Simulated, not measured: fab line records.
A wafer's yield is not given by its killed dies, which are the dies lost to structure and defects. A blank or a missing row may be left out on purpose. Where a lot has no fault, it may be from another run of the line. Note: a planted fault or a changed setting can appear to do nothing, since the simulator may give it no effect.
Which of the tools did it?    flow nandHarc    Sampling: 13 lots, 38 wafers, 5 of 1159 route steps

== WHAT THE GAUGES SHOWED, per wafer ==
NHARC_P_CONTACT_CD_MEAS_19. Usual: cdNm at 90.7 nm, with a standard deviation of 1.9.
lot   measured      on        cdNm (nm)       flag
L676  day 8 01:40   cdSem-02  93.3 94.0 94.9  
L677  day 8 02:56   cdSem-02  92.5 89.4 90.3  
L675  day 8 07:59   cdSem-02  88.8 90.0 89.7  
L679  day 8 08:35   cdSem-01  91.9 92.8 89.9  
L682  day 8 14:04   cdSem-03  95.6 92.3 90.3  
L683  day 8 19:52   cdSem-03  87.7 92.3 88.0  
L684  day 8 22:00   cdSem-03  93.0 91.8 93.5  
L689  day 9 09:19   cdSem-02  90.7 95.0 90.9  
L693  day 9 19:59   cdSem-03  88.7 92.2 92.6  
L692  day 9 20:26   cdSem-01  88.2 90.5       
L696  day 10 13:12  cdSem-01  88.6 88.8 87.5  
L698  day 11 01:56  cdSem-03  86.3 89.4 89.5  
L697  day 11 02:35  cdSem-01  89.5 89.3 90.3  

NHARC_END_SORT_01. Usual: defectLimitedYield 95.1 %, standard deviation 1.7; killedAtArray 29, standard deviation 11; killedAtOther 0.5, standard deviation 0.85; killedAtPeriphery 3.0, standard deviation 2.3; killedDies 33, standard deviation 12; killedOpen 3.3, standard deviation 1.9; killedShort 2.0, standard deviation 1.5; sort_bin_2_pct 1.5 %, standard deviation 0.66; sort_bin_3_pct 0.25 %, standard deviation 0.21; sort_bin_4_pct 3.1 %, standard deviation 1.2; sortNPass 644, standard deviation 12; sortRimYieldPct 96.7 %, standard deviation 2; sortYieldPct 95.1 %, standard deviation 1.7.
lot   measured      on         defectLimitedYield (%)  killedAtArray  killedAtOther  killedAtPeriphery  killedDies  killedOpen  killedShort  sort_bin_2_pct (%)  sort_bin_3_pct (%)  sort_bin_4_pct (%)  sortNPass    sortRimYieldPct (%)  sortYieldPct (%)  flag
L679  day 25 00:16  prober-02  96.8 97.5 95.9          20 13 27       0 0 0          2 4 1              22 17 28    2 3 2       1 1 3        1.0 0.7 1.0         0.30 0 0.44         1.9 1.8 2.7         655 660 649  97.2 97.2 94.3       96.8 97.5 95.9    
L682  day 26 04:05  prober-01  94.5 94.1 93.9          36 37 41       0 1 0          1 2 0              37 40 41    3 6 7       2 3 0        1.0 2.5 1.8         0.30 0 0.44         4.1 3.4 3.8         640 637 636  97.2 96.2 99.1       94.5 94.1 93.9    
L689  day 26 18:39  prober-01  94.1 93.5 93.6          36 39 43       0 1 0          4 4 0              40 44 43    3 2 3       4 1 1        2.2 2.4 1.8         0.30 0.15 0.59      3.4 4.0 4.0         637 633 634  96.2 97.2 94.3       94.1 93.5 93.6    
L693  day 27 14:41  prober-02  97.2 97.5 97.5          16 17 15       0 0 0          3 0 2              19 17 17    1 3 2       1 0 4        0.6 0.7 0.3         0 0.30 0            2.2 1.5 2.2         658 660 660  98.1 100.0 98.1      97.2 97.5 97.5    
L696  day 27 19:00  prober-01  93.1 91.3 93.2          44 52 41       0 1 0          3 6 5              47 59 46    1 2 2       1 0 1        3.1 3.0 3.0         0.74 0.59 0.15      3.1 5.2 3.7         630 618 631  94.3 97.2 95.3       93.1 91.3 93.2    
L697  day 29 13:28  prober-02  93.4 95.1 94.7          42 31 32       2 0 0          1 2 4              45 33 36    2 4 7       2 1 2        1.5 2.4 2.1         0.44 0 0.15         4.7 2.5 3.1         632 644 641  96.2 97.2 97.2       93.4 95.1 94.7    

== WHAT TOOL EACH LOT RAN ON (gives the tool, then ch and the chambers of the sampled wafers, and finally the start) ==
lot   NHARC_P_CONTACT_DEGAS_38     NHARC_P_M0_EXPOSE_06               NHARC_P_M0_ETCH_15
L676  pvdSputter-02, day 8 02:26   arfiScanner-01 ch 0, day 8 06:54   rieDiel-03 ch 0,2, no start
L677  pvdSputter-01, day 8 03:38   arfiScanner-03 ch 0, day 8 07:48   rieDiel-03 ch 0,2, no start
L675  pvdSputter-02, day 8 08:43   arfiScanner-03 ch 0, day 8 10:50   rieDiel-08 ch 0,3, no start
L679  pvdSputter-02, day 8 09:20   arfiScanner-02 ch 0, day 8 11:44   rieDiel-08 ch 1,3, day 25 00:16 or earlier
L682  pvdSputter-01, day 8 14:46   arfiScanner-01 ch 0, day 8 20:39   rieDiel-09 ch 0,1,2, day 26 04:05 or earlier
L683  pvdSputter-03, day 8 20:35   arfiScanner-01 ch 0, day 9 02:52   rieDiel-08 ch 0,2,3, no start
L684  pvdSputter-02, day 8 22:43   arfiScanner-03 ch 0, day 9 04:36   rieDiel-03 ch 1,2, no start
L689  pvdSputter-03, day 9 10:01   arfiScanner-01 ch 0, day 9 18:07   rieDiel-08 ch 0,1,2, day 26 18:39 or earlier
L693  pvdSputter-02, day 9 20:42   arfiScanner-03 ch 0, day 10 01:17  rieDiel-09 ch 1,3, day 27 14:41 or earlier
L692  pvdSputter-02, day 9 21:12   arfiScanner-01 ch 0, day 10 01:52  rieDiel-09 ch 2,3, no start
L696  pvdSputter-01, day 10 13:55  arfiScanner-02 ch 0, day 10 16:11  rieDiel-03 ch 2,3, day 27 19:00 or earlier
L698  pvdSputter-02, day 11 02:41  arfiScanner-02 ch 0, day 11 06:50  rieDiel-08 ch 0,2, no start
L697  pvdSputter-02, day 11 03:20  arfiScanner-03 ch 0, day 11 07:31  rieDiel-08 ch 1,2, day 29 13:28 or earlier
- NHARC_P_CONTACT_DEGAS_38: time 60 s.
- NHARC_P_M0_EXPOSE_06: exposes mask P M0, target cd 90 nm.
- NHARC_P_M0_ETCH_15: etches the open film in C4F8/Ar, target depth 150 nm, overetch 15 nm, time 82.5 s.

== AS READ BY THE TOOLS THEMSELVES (means over the sampled wafers that have a number; for cases with no such wafer, the mark the record gives instead) ==
NHARC_P_CONTACT_DEGAS_38. Usual: heaterPowerW at 479 W, with a standard deviation of 55.
lot   tool           heaterPowerW (W)  flag
L676  pvdSputter-02  501               
L677  pvdSputter-01  488               
L675  pvdSputter-02  502               
L679  pvdSputter-02  494               
L682  pvdSputter-01  515               
L683  pvdSputter-03  436               
L684  pvdSputter-02  512               
L689  pvdSputter-03  429               
L693  pvdSputter-02  549               
L692  pvdSputter-02  474               
L696  pvdSputter-01  484               
L698  pvdSputter-02  456               
L697  pvdSputter-02  546               

NHARC_P_M0_EXPOSE_06. Usual: exposureDoseMJCm2 at 81.27, with a standard deviation of 0.075.
lot   tool            exposureDoseMJCm2  flag
L676  arfiScanner-01  81.30              
L677  arfiScanner-03  81.34              
L675  arfiScanner-03  81.27              
L679  arfiScanner-02  81.20              
L682  arfiScanner-01  81.31              
L683  arfiScanner-01  81.20              
L684  arfiScanner-03  81.40              
L689  arfiScanner-01  81.26              
L693  arfiScanner-03  81.25              
L692  arfiScanner-01  81.71              OFF
L696  arfiScanner-02  81.26              
L698  arfiScanner-02  81.10              
L697  arfiScanner-03  81.34              

NHARC_P_M0_ETCH_15. Usual: oesProductAu 0.953 a.u., standard deviation 0.023; rfVppV 441.2 V, standard deviation 2.6.
lot   tool        oesProductAu (a.u.)  rfVppV (V)  flag
L676  rieDiel-03  0.956                443.9       
L677  rieDiel-03  0.966                445.3       
L675  rieDiel-08  0.959                441.1       
L679  rieDiel-08  0.966                442.9       
L682  rieDiel-09  0.943                442.1       
L683  rieDiel-08  0.970                439.4       
L684  rieDiel-03  0.923                442.1       
L689  rieDiel-08  0.971                441.7       
L693  rieDiel-09  0.928                441.2       
L692  rieDiel-09  0.917                441.6       
L696  rieDiel-03  0.967                439.8       
L698  rieDiel-08  0.969                440.4       
L697  rieDiel-08  0.957                440.3       

== THE ANSWER, worked out from the rows above alone ==
Rule: a lot counts as off when the mean over its wafers that have a number is more than 3 standard deviations away from the usual mean. Also off: a lot with no number at a reading for which 4 or more lots have one. Where the step has rows for the other lots, those lots are counted as sound. Order of review: gauges by route order, followed by the tools' own readings, for which a lot's mean as printed above is used. The first step at which some lot is off is used, and at that step the reading that is off furthest; a lot without a number counts as furthest.
Off, at NHARC_P_M0_EXPOSE_06 on exposureDoseMJCm2: L692.
A tool fits if, at that step or a process step before it, it ran every lot that is off, and no sound lot after the first of them. One candidate fits, namely arfiScanner-01 at NHARC_P_M0_EXPOSE_06. A fault onset in the window from L689 (day 9 18:07, its last sound lot) to L692 (day 10 01:52, its first lot off) fits.
The tool's own readings at NHARC_P_M0_EXPOSE_06 bear it out: on the lots that are off they differ by more than 5 times the standard deviation of the sound lots' means. exposureDoseMJCm2 reads 81.71 there against 81.27 on the sound lots.

== WHAT HAD BEEN PUT IN BY THE SIMULATOR ==
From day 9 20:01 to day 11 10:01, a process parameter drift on arfiScanner-01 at NHARC_P_M0_EXPOSE_06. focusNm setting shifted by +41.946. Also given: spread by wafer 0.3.
Lots struck among those shown: L692. The rule above reached the same finding.
